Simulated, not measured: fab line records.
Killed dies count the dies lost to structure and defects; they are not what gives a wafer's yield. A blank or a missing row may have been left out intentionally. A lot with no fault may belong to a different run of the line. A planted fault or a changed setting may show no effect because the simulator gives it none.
Comparing a struck lot with a sound one    flow n5 finfet    24 out of 1938 route steps
Sound: wafers L274.1, L274.4, L274.6. Struck: wafers L264.2, L264.5, L264.6. The cause comes at the end.
At each step with rows: each side's tool, then ch and its chambers, then its first start. Under that, the readings that differ: sound wafers    struck wafers    difference of the means    sigmas: that difference in standard deviations of wafers without a fault.
alike: readings with means less than 2 such deviations apart, plus words and numbers identical on both sides. not compared: withheld readings, readings lacking a value on some wafer, bounds such as >300 that could conceal the same value, and numbers that have no deviation in the record and whose values overlap.
The two part at a step that has a row with sigmas, a row that says differs or no value, or rows on one side only. Non-overlapping numbers with no deviation appear without sigmas and do not part them. A reading missing from all wafers of one side parts the sides only when that side holds two or more wafers.

first, 9 steps without rows for these wafers: N5_MOL_CONTACT_COAG_SOFTBAKE_79 (time 60 s); N5_MOL_CONTACT_COAG_EXPOSE_81 (exposes mask VG, defocus 0 nm); N5_MOL_CONTACT_COAG_PEB_82 (peb time 60 s); N5_MOL_CONTACT_COAG_DEVELOP_83 (develop time 30 s); N5_MOL_CONTACT_COAG_DESCUM_88 (chemistry O2, time 7 s); N5_MOL_CONTACT_COAG_ETCH_89 (etches underlayer in N2/H2, target depth 13 nm, time 10.4 s); N5_MOL_CONTACT_COAG_ETCH_90 (etches SiARC in CF4, target depth 13 nm, time 21.7 s); N5_MOL_CONTACT_COAG_ALD_131 (deposits SiO2, target thk 5 nm, pulse time 1 s, co reactant pulse time 1 s); N5_MOL_CONTACT_COAG_ETCHBACK_132 (etches SiO2 in CHF3, target depth 10 nm, time 6.7 s).
N5_MOL_CONTACT_COAG_ETCH_91: etches SOC in N2/H2, target depth 60 nm, overetch 21 nm, time 101.2 s.
  sound on rie diel-05 ch 0,2,3, day 9 19:33; struck on rie diel-05 ch 2,3, day 7 16:38
  no value came back on the struck wafers for any of 7 readings (bias w (W), chamber pressure mTorr (mTorr) and others); on the sound wafers bias w (W) reads 150.0 149.9 150.6
reading                                                   sound        struck          difference  sigmas
model.CAR-EUV_of_MOL_CONTACT_COAG_COAT_78.thk nm (nm)     0 0 0        15.8 15.8 15.4  +15.7       
model.underlayer_of_MOL_CONTACT_COAG_COAT_77.thk nm (nm)  0 0 0        10 10 10        +10         
model.SiARC_of_MOL_CONTACT_COAG_COAT_76.thk nm (nm)       5.8 5.8 6.2  10 10 10        +4          
  not compared: rf hours counter h
then, 4 steps without rows for these wafers: N5_MOL_CONTACT_COAG_STRIP_92 (strips in N2/H2); N5_MOL_CONTACT_COAG_STRIP_93 (strips in N2/H2); N5_MOL_CONTACT_COAG_ETCHBACK_135 (etches SiO2 in CHF3, target depth 25 nm, time 16.7 s); N5_MOL_CONTACT_COAG_STRIP_118 (strips in CHF3).
N5_MOL_CONTACT_COAG_VIA_ETCH_46: etches SiO2 in C4F6/O2, target depth 46 nm, overetch 9.2 nm, time 40 s.
  sound on rie diel-05 ch 0,2,3, day 9 19:40; struck on rie diel-05 ch 2,3, day 7 16:46
reading                sound           struck          difference  sigmas
oes product au (a.u.)  0.76 0.66 0.65  0.27 0.27 0.27  -0.42       -5
  alike: C4F6_flow_sccm, O2_flow_sccm, bias w, drypump motor current A, rf vpp V, showerhead plenum p Torr, throttle valve pct
  not compared: rf hours counter h
then, 1 step without rows for these wafers: N5_MOL_CONTACT_COAG_STRIP_96 (strips in N2/H2).
N5_MOL_CONTACT_COAG_ETCH_47: etches SiNx in CH3F/O2, stops on W, target depth 27 nm.
  sound on rie diel-05 ch 0,2,3, day 9 19:47; struck on rie diel-05 ch 2,3, day 7 16:52
reading                     sound              struck          difference  sigmas
etch rf on time s (s)       30.6 31.2 33.3     50.8 50.8 50.8  +19.1       +24
oes product au (a.u.)       0.77 0.64 0.61     0.27 0.28 0.27  -0.40       -4
model.etch.over etch s (s)  5.097 5.202 5.556  0 0 0           -5          
  alike: CH3F_flow_sccm, O2_flow_sccm, bias w, drypump motor current A, rf vpp V, showerhead plenum p Torr, throttle valve pct
  not compared: rf hours counter h
then, 3 steps without rows for these wafers: N5_MOL_CONTACT_COAG_STRIP_119 (strips in N2/H2, time 30 s); N5_MOL_CONTACT_COAG_PRECLEAN_144 (cleans in alkaline clean, time 60 s); N5_MOL_CONTACT_COAG_SRD_145 (time 30 s).
N5_MOL_CONTACT_COAG_CD_MEAS_137: the cd target is 16 nm.
  struck on cd sem-02, day 7 17:06; sound on cd sem-01, day 9 20:01
reading     sound           struck  difference                     sigmas
cd nm (nm)  16.4 16.2 15.2  - - -   no value on the struck wafers  
then, 1 step without rows for these wafers: N5_MOL_CONTACT_COAG_COAT_62 (time 60 s, resist thk 60 nm).
N5_BEOL_M4_RC_MEAS_101:
  the record has rows for the sound wafers here (prober-01 ch 0, day 12 19:58) and none for the struck ones
-- a jump in the record: the struck wafers' starts before and after are 7 days apart (it breaks off in module BEOL_M4 and resumes in module PASSIVATION, where the first step shown is number 1936 of the route) --
N5_PASSIVATION_PROBE_49:
  struck on prober-02, day 14 19:18; sound on prober-01, day 17 05:54
reading                   sound           struck          difference  sigmas
defect limited yield (%)  91.0 89.7 90.0  0 0 0           -90         -64
killed at contacts        10 17 9         1076 1090 1110  +1080       +99 or more
killed dies               106 121 118     1180 1180 1180  +1065       +63
killed on rim             12 16 18        152 152 152     +137        +34
sort_bin_5_function (%)   5.1 5.6 6.1     96.6 96.1 96.7  +90.9       +99 or more
sort n pass               1074 1059 1062  0 0 0           -1065       -63
sort yield pct (%)        91.0 89.7 90.0  0 0 0           -90         -64
  alike: killed_at_M0_to_M3, killed_at_M4_up, killed at front end, killed at other, killed open, killed short, sort_bin_6_memory

== WHERE THEY PART ==
Last at N5_PASSIVATION_PROBE_49 as far as this record goes, first at N5_MOL_CONTACT_COAG_ETCH_91.

WHY: what the simulator had put in
At N5_MOL_CONTACT_COAG_ETCH_91, the step was skipped entirely on rie diel-05 from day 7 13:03 on. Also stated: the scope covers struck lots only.
